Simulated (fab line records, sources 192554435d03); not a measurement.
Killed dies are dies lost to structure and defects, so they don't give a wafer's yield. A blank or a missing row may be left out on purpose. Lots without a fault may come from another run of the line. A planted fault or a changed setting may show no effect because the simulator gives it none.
Chamber matching | flow n5_finfet | N5_BEOL_M10_ILD_DEP_00 on pecvd-03: 3 sister chambers
The step deposits SiCOH lowk from DEMS/porogen, target thk 308.51 nm, time 58 s. 3 wafers are shown with their chamber, then 9 later ones without.

WAFERS WITH THEIR CHAMBER
wafer  | chamber | throttle_valve_pct (%)
L085.1 | 2       | 13.1
L085.2 | 1       | 14.3
L085.6 | 0       | 14.4

WAFERS WITHOUT THEIR CHAMBER
wafer  | throttle_valve_pct (%)
L086.3 | 14.6
L086.5 | 13.1
L086.6 | 14.3
L090.3 | 14.5
L090.5 | 13.3
L090.6 | 14.2
L096.3 | 14.3
L096.4 | 13.3
L096.6 | 14.6

WHICH CHAMBER EACH WENT THROUGH
wafer  | from the rows above     | in truth
L086.3 | can't be placed: 0 or 1 | 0
L086.5 | 2                       | 2
L086.6 | can't be placed: 1 or 0 | 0
L090.3 | can't be placed: 0 or 1 | 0
L090.5 | 2                       | 2
L090.6 | can't be placed: 1 or 0 | 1
L096.3 | can't be placed: 1 or 0 | 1
L096.4 | 2                       | 2
L096.6 | can't be placed: 0 or 1 | 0
Placed correctly: 3 of 9. Can't be placed from these rows: 6 (the true chamber is among the candidates in 6). Placed wrongly: 0.
How it was worked out, from the rows above alone: a wafer's distance from a chamber is the root of the sum, over the readings, of the square of ((its reading less the chamber's mean) divided by the reading's scatter). The wafer belongs to the nearest chamber; if the next one is less than 2 further off, it can't be placed. A chamber's mean is the mean of its shown wafers. The scatter: with one shown wafer a chamber, the root of the mean of the squares of how far each hidden wafer lies from its nearest shown one.
